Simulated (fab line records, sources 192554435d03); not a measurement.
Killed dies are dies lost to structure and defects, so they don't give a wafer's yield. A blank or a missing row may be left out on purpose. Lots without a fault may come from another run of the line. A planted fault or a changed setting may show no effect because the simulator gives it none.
Split-lot experiment | flow n5_finfet | 7 lots, 39 wafers read, on a route of 1938 steps

THE SPLIT
At N5_MIM_BOT_ETCH_ETCH_04 (etches SiNx in CF4/O2, target depth 26 nm, time 13 s), the setting time_s was moved away from the recipe's 13 s on 9 of the 39 wafers read, by -39.9% to +44.5%. The other wafers ran this setting at the recipe's value.

The reading is taken at the split's own step.

THE READING
etch.depth_nm (the simulator's own value, which no gauge read), in nm, at N5_MIM_BOT_ETCH_ETCH_04 (etches SiNx in CF4/O2, target depth 26 nm, time 13 s). The file gives no usual value for it. The 30 wafers here that ran the recipe average 25.92 nm, standard deviation 1.1 nm.

wafer  | tool, chamber at the split | time_s as run, s | against the recipe | etch.depth_nm, nm | against lot-mates on the recipe
L074.1 | rie_diel-01, 3             | 13               | recipe             | 24.77             | -
L074.2 | rie_diel-01, 2             | 13               | recipe             | 27.13             | -
L074.3 | rie_diel-01, 1             | 13               | recipe             | 25.73             | -
L074.4 | rie_diel-01, 0             | 13               | recipe             | 24.98             | -
L074.5 | rie_diel-01, 1             | 13               | recipe             | 25.74             | -
L074.6 | rie_diel-01, 0             | 13               | recipe             | 24.9              | -
L078.1 | rie_diel-03, 2             | 18.78            | +44.5%             | 37.88             | +11.52
L078.2 | rie_diel-03, 0             | 18.78            | +44.5%             | 36.75             | +10.39
L078.3 | rie_diel-03, 3             | 18.78            | +44.5%             | 38.4              | +12.04
L078.4 | rie_diel-03, 1             | 13               | recipe             | 27.17             | -
L078.5 | rie_diel-03, 3             | 13               | recipe             | 26.56             | -
L078.6 | rie_diel-03, 0             | 13               | recipe             | 25.35             | -
L083.1 | rie_diel-03, 0             | 15.79            | +21.5%             | 30.65             | +4.13
L083.2 | rie_diel-03, 1             | 13               | recipe             | 27.02             | -
L083.3 | rie_diel-03, 3             | 13               | recipe             | 26.54             | -
L083.4 | rie_diel-03, 2             | 15.79            | +21.5%             | 31.62             | +5.10
L083.5 | rie_diel-03, 1             | 15.79            | +21.5%             | 32.8              | +6.28
L083.6 | rie_diel-03, 2             | 13               | recipe             | 26.01             | -
L089.1 | rie_diel-01, 2             | 13               | recipe             | 26.84             | -
L089.2 | rie_diel-01, 1             | 13               | recipe             | 25.6              | -
L089.3 | rie_diel-01, 0             | 13               | recipe             | 26.82             | -
L089.4 | rie_diel-01, 3             | 13               | recipe             | 24.76             | -
L089.5 | rie_diel-01, 2             | 13               | recipe             | 26.99             | -
L089.6 | rie_diel-01, 1             | 13               | recipe             | 25.57             | -
L088.1 | rie_diel-05, 2             | 13               | recipe             | 27.51             | -
L088.2 | rie_diel-05, 0             | 13               | recipe             | 24.69             | -
L088.3 | rie_diel-05, 1             | 13               | recipe             | 24.7              | -
L088.5 | rie_diel-05, 1             | 13               | recipe             | 24.7              | -
L088.4 | rie_diel-05, 2             | 13               | recipe             | 27.21             | -
L088.6 | rie_diel-05, 0             | 13               | recipe             | 24.62             | -
L092.1 | rie_diel-05, 0             | 7.819            | -39.9%             | 14.61             | -10.64
L092.2 | rie_diel-05, 1             | 13               | recipe             | 24.3              | -
L092.3 | rie_diel-05, 2             | 13               | recipe             | 26.88             | -
L092.4 | rie_diel-05, 1             | 7.819            | -39.9%             | 14.77             | -10.48
L092.5 | rie_diel-05, 0             | 13               | recipe             | 24.57             | -
L092.6 | rie_diel-05, 2             | 7.819            | -39.9%             | 16.23             | -9.02
L095.1 | rie_diel-05, 0             | 13               | recipe             | 24.35             | -
L095.3 | rie_diel-05, 3             | 13               | recipe             | 27.77             | -
L095.5 | rie_diel-05, 3             | 13               | recipe             | 27.94             | -

THE FIT
A straight line over all 39 wafers: etch.depth_nm changes by +0.267 nm for each +1% of time_s; r = +0.97; the points scatter about the line by 1.1 nm.
The same after taking each lot's own level away (the mean of its wafers on the recipe; 39 wafers): +0.252 nm for each +1%; r = +0.98; scatter 1 nm.
On that fit, the largest move of time_s shifts the reading by 11 nm.
The lots' own levels span 25.250 to 26.687 nm, that is 1.3 times the standard deviation above.
So the lot-to-lot level changes the slope little: the two slopes agree.
Check: with one of the wafers moved furthest among these (+44.5%) left out of the fit, the line predicts +11.1 nm for it against its lot-mates. It came out at +11.5 nm against them.

OTHER SPLITS ON THESE WAFERS
These wafers also went through other splits before the reading. Each is held against what the fit with the lots' levels taken away leaves over:
other split on the same wafers      | wafers away from the commonest value | r with etch.depth_nm (lot level and that fit taken away)
N5_BEOL_M10_ILD_DEP_00 target_thk_a | 15                                   | +0.14
N5_BEOL_M15_TRENCH_ETCH_34 time_s   | 12                                   | +0.04

THE FILE'S OWN FIT
etch.depth_nm changes by +0.252 nm for each +1% of time_s, r = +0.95.
